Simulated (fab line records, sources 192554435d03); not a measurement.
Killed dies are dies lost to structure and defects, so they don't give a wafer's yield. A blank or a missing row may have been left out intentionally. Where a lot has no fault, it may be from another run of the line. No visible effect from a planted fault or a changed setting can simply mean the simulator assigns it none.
Matching of chambers || flow n5_finfet || N5_DUMMY_GATE_DESCUM_20 on rie_diel-02 has 4 sister chambers
The step chemistry O2, time 6.2 s. 14 wafers are shown with their chamber, then 7 later ones without.

## WAFERS WITH THEIR CHAMBER
{"wafer": "L074.2", "chamber": 3, "drypump_motor_current_A (A)": 5.3, "throttle_valve_pct (%)": 20.12, "showerhead_plenum_p_Torr (Torr)": 2.05}
{"wafer": "L074.4", "chamber": 0, "drypump_motor_current_A (A)": 6.3, "throttle_valve_pct (%)": 20.17, "showerhead_plenum_p_Torr (Torr)": 2.18}
{"wafer": "L074.5", "chamber": 3, "drypump_motor_current_A (A)": 5.3, "throttle_valve_pct (%)": 20.12, "showerhead_plenum_p_Torr (Torr)": 2.05}
{"wafer": "L077.2", "chamber": 0, "drypump_motor_current_A (A)": 6.3, "throttle_valve_pct (%)": 20.15, "showerhead_plenum_p_Torr (Torr)": 2.18}
{"wafer": "L077.3", "chamber": 1, "drypump_motor_current_A (A)": 6.6, "throttle_valve_pct (%)": 20.17, "showerhead_plenum_p_Torr (Torr)": 2.13}
{"wafer": "L077.4", "chamber": 3, "drypump_motor_current_A (A)": 5.3, "throttle_valve_pct (%)": 20.13, "showerhead_plenum_p_Torr (Torr)": 2.05}
{"wafer": "L078.2", "chamber": 2, "drypump_motor_current_A (A)": 6.1, "throttle_valve_pct (%)": 20.79, "showerhead_plenum_p_Torr (Torr)": 2.07}
{"wafer": "L078.3", "chamber": 0, "drypump_motor_current_A (A)": 6.3, "throttle_valve_pct (%)": 20.17, "showerhead_plenum_p_Torr (Torr)": 2.18}
{"wafer": "L078.4", "chamber": 3, "drypump_motor_current_A (A)": 5.2, "throttle_valve_pct (%)": 20.12, "showerhead_plenum_p_Torr (Torr)": 2.04}
{"wafer": "L081.3", "chamber": 3, "drypump_motor_current_A (A)": 5.3, "throttle_valve_pct (%)": 20.14, "showerhead_plenum_p_Torr (Torr)": 2.04}
{"wafer": "L081.4", "chamber": 1, "drypump_motor_current_A (A)": 6.6, "throttle_valve_pct (%)": 20.16, "showerhead_plenum_p_Torr (Torr)": 2.13}
{"wafer": "L081.6", "chamber": 2, "drypump_motor_current_A (A)": 6.1, "throttle_valve_pct (%)": 20.79, "showerhead_plenum_p_Torr (Torr)": 2.06}
{"wafer": "L082.1", "chamber": 2, "drypump_motor_current_A (A)": 6.1, "throttle_valve_pct (%)": 20.81, "showerhead_plenum_p_Torr (Torr)": 2.06}
{"wafer": "L082.2", "chamber": 3, "drypump_motor_current_A (A)": 5.3, "throttle_valve_pct (%)": 20.13, "showerhead_plenum_p_Torr (Torr)": 2.04}

SIGNATURES (means of the wafers above)
{"reading": "drypump_motor_current_A", "chamber 0": 6.300, "chamber 1": 6.600, "chamber 2": 6.100, "chamber 3": 5.283, "scatter within a chamber": 0.0289}
{"reading": "throttle_valve_pct", "chamber 0": 20.1633, "chamber 1": 20.1650, "chamber 2": 20.7967, "chamber 3": 20.1267, "scatter within a chamber": 0.00957}
{"reading": "showerhead_plenum_p_Torr", "chamber 0": 2.1800, "chamber 1": 2.1300, "chamber 2": 2.0633, "chamber 3": 2.0450, "scatter within a chamber": 0.00465}
Rule: for a wafer and a chamber, the distance is found by dividing, reading by reading, the gap between the wafer's reading and the chamber's mean by the reading's scatter, squaring, summing and taking the root. The wafer belongs to the nearest chamber; if the next one is less than 2 further off, it can't be placed. How the scatter is found: for the shown wafers, subtract from each reading the mean of its chamber, square and add these, divide the total by (wafers less chambers), then take the root.

## WAFERS WHOSE CHAMBER IS MISSING
{"wafer": "L082.3", "drypump_motor_current_A (A)": 6.3, "throttle_valve_pct (%)": 20.17, "showerhead_plenum_p_Torr (Torr)": 2.17}
{"wafer": "L094.1", "drypump_motor_current_A (A)": 5.3, "throttle_valve_pct (%)": 20.18, "showerhead_plenum_p_Torr (Torr)": 2.03}
{"wafer": "L094.5", "drypump_motor_current_A (A)": 6.6, "throttle_valve_pct (%)": 20.21, "showerhead_plenum_p_Torr (Torr)": 2.12}
{"wafer": "L094.6", "drypump_motor_current_A (A)": 6.3, "throttle_valve_pct (%)": 20.21, "showerhead_plenum_p_Torr (Torr)": 2.17}
{"wafer": "L095.1", "drypump_motor_current_A (A)": 6.7, "throttle_valve_pct (%)": 20.22, "showerhead_plenum_p_Torr (Torr)": 2.12}
{"wafer": "L095.2", "drypump_motor_current_A (A)": 6.3, "throttle_valve_pct (%)": 20.21, "showerhead_plenum_p_Torr (Torr)": 2.16}
{"wafer": "L095.5", "drypump_motor_current_A (A)": 6.3, "throttle_valve_pct (%)": 20.21, "showerhead_plenum_p_Torr (Torr)": 2.16}

## EACH ONE'S CHAMBER
{"wafer": "L082.3", "from the rows above": 0, "in truth": 0}
{"wafer": "L094.1", "from the rows above": 3, "in truth": 3}
{"wafer": "L094.5", "from the rows above": 1, "in truth": 1}
{"wafer": "L094.6", "from the rows above": 0, "in truth": 0}
{"wafer": "L095.1", "from the rows above": 1, "in truth": 1}
{"wafer": "L095.2", "from the rows above": 0, "in truth": 0}
{"wafer": "L095.5", "from the rows above": 0, "in truth": 0}
Correctly placed: 7 of 7. Not placeable from these rows: 0. Placed wrongly: 0.
